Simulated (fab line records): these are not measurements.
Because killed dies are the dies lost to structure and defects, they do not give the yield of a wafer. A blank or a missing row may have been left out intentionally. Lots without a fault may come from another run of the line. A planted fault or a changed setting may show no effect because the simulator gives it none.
A struck lot beside a sound one | flow n5 finfet | 36 steps out of a route of 1938
Sound: wafers L179.2, L179.3, L179.5. Struck: wafers L176.3, L176.6 (left out: L176.1, a lot-mate that was not struck); the cause follows at the end.
Each step with rows lists, per side, the tool, then ch with its chambers, then its first start. Under that, the readings that differ: sound wafers | struck wafers | difference of the means | sigmas: that difference in standard deviations of wafers without a fault.
alike: readings with means less than 2 such deviations apart, plus words and numbers identical on both sides. not compared: withheld readings, readings lacking a value on some wafer, bounds such as >300 that could conceal the same value, and numbers that have no deviation in the record and whose values overlap.
Wherever a step has rows on one side only, a row that says differs or no value, or a row with sigmas, the two part there. Numbers that don't overlap but have no deviation are shown without sigmas and don't part them. A reading that every wafer of one side lacks parts them only if that side has two wafers or more.

first, 8 steps without rows for these wafers: N5_BEOL_M6_SPUTTER_48 (material Cu, target thk 10 nm, time 1.667 s); N5_BEOL_M6_ECD_50 (material Cu, target thk 300 nm); N5_BEOL_M6_ANNEAL_51 (time 90 s); N5_BEOL_M6_CMP_52 (polishes, stops on SiCOH lowk, t overpolish 6.9 s, target thk 80 nm); N5_BEOL_M6_PRE_CLEAN_55 (time 15 s); N5_BEOL_M6_DEP_56 (deposits SiCN from 3MS/NH3, target thk 10 nm, time 17.5 s); N5_BEOL_M7_ILD_DEP_00 (deposits SiCOH lowk from DEMS/porogen, target thk 179.75 nm, time 33.4 s); N5_BEOL_M7_CURE_74 (cures SiCOH lowk, time 240 s).
N5_BEOL_M7_PECVD_70: deposits SiO2 from TEOS/O2, target thk 20 nm, time 22.7 s.
  sound on pecvd-03 ch 0,1, day 15 18:58; struck on pecvd-02 ch 0, day 14 00:24
  reading                                    | sound          | struck  | difference | sigmas
  heater power w (W)                         | 795 833 845    | 496 514 | -319       | -4
  model.SiO2_of_BEOL_M7_PECVD_70.thk nm (nm) | 20.2 20.4 20.4 | 29 29.6 | +9         |
  alike: showerhead plenum p Torr, throttle valve pct
then, 25 steps without rows for these wafers: N5_BEOL_M7_HM_DEP_02 (deposits TiN, target thk 20 nm); N5_BEOL_M7_COAT_59 (time 60 s, resist thk 100 nm); N5_BEOL_M7_COAT_60 (time 60 s, resist thk 35 nm); N5_BEOL_M7_COAT_05 (resist thk 90 nm); N5_BEOL_M7_EBR_07; N5_BEOL_M7_SOFTBAKE_06 (time 60 s); N5_BEOL_M7_EXPOSE_08 (exposes mask M7); N5_BEOL_M7_PEB_09 (peb time 60 s); N5_BEOL_M7_DEVELOP_10 (develop time 30 s); N5_BEOL_M7_DESCUM_16 (chemistry O2, time 7.9 s); N5_BEOL_M7_ETCH_61 (etches SiARC in CF4, target depth 45.5 nm, time 75.8 s); N5_BEOL_M7_ETCH_62 (etches SOC in N2/H2, target depth 110 nm, overetch 22 nm, time 165 s); N5_BEOL_M7_STRIP_68 (strips in N2/H2); N5_BEOL_M7_STRIP_67 (strips in CF4); N5_BEOL_M7_HM_OPEN_17 (chemistry Cl2/BCl3, target TiN, target depth 20 nm, overetch 6 nm); N5_BEOL_M7_STRIP_19 (strips in O2); N5_BEOL_M7_COAT_63 (time 60 s, resist thk 60 nm); N5_BEOL_M7_COAT_64 (time 60 s, resist thk 12 nm); N5_BEOL_M7_COAT_71 (time 60 s, resist thk 5 nm); N5_BEOL_M7_COAT_22 (resist thk 30 nm); N5_BEOL_M7_EBR_24; N5_BEOL_M7_SOFTBAKE_23 (time 60 s); N5_BEOL_M7_EXPOSE_25 (exposes mask V6, target cd 40 nm); N5_BEOL_M7_PEB_26 (peb time 60 s); N5_BEOL_M7_DEVELOP_27 (develop time 30 s).
N5_BEOL_M7_HM_STRIP_39: strips TiN in peroxide tin strip, target depth 25 nm, time 158 s.
  sound on wet bench-03 ch 2,5,6, day 16 00:41; struck on wet bench-01 ch 3,7, day 14 04:32
  reading                                    | sound        | struck    | difference | sigmas
  model.SiO2_of_BEOL_M7_PECVD_70.thk nm (nm) | 20 20.4 20.2 | 28.8 29.4 | +8.9       |
  alike: bath guard temp C
N5_BEOL_M7_CMP_52: polishes, stops on SiCOH lowk, t overpolish 6.9 s, target thk 80 nm.
  sound on cmp-01 ch 0,1,2, day 16 03:13; struck on cmp-03 ch 0,1, day 14 06:20
  reading                      | sound          | struck    | difference | sigmas
  barrier field endpoint s (s) | 29.1 30.0 29.9 | 39.3 39.3 | +9.6       | +18
  alike: edge zone pressure frac, motor current A

WHERE THEY PART
Earliest at N5_BEOL_M7_PECVD_70; latest, in this record, at N5_BEOL_M7_CMP_52.

WHY: the cause the simulator had injected
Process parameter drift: pecvd-02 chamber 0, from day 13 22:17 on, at N5_BEOL_M7_PECVD_70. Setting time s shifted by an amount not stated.
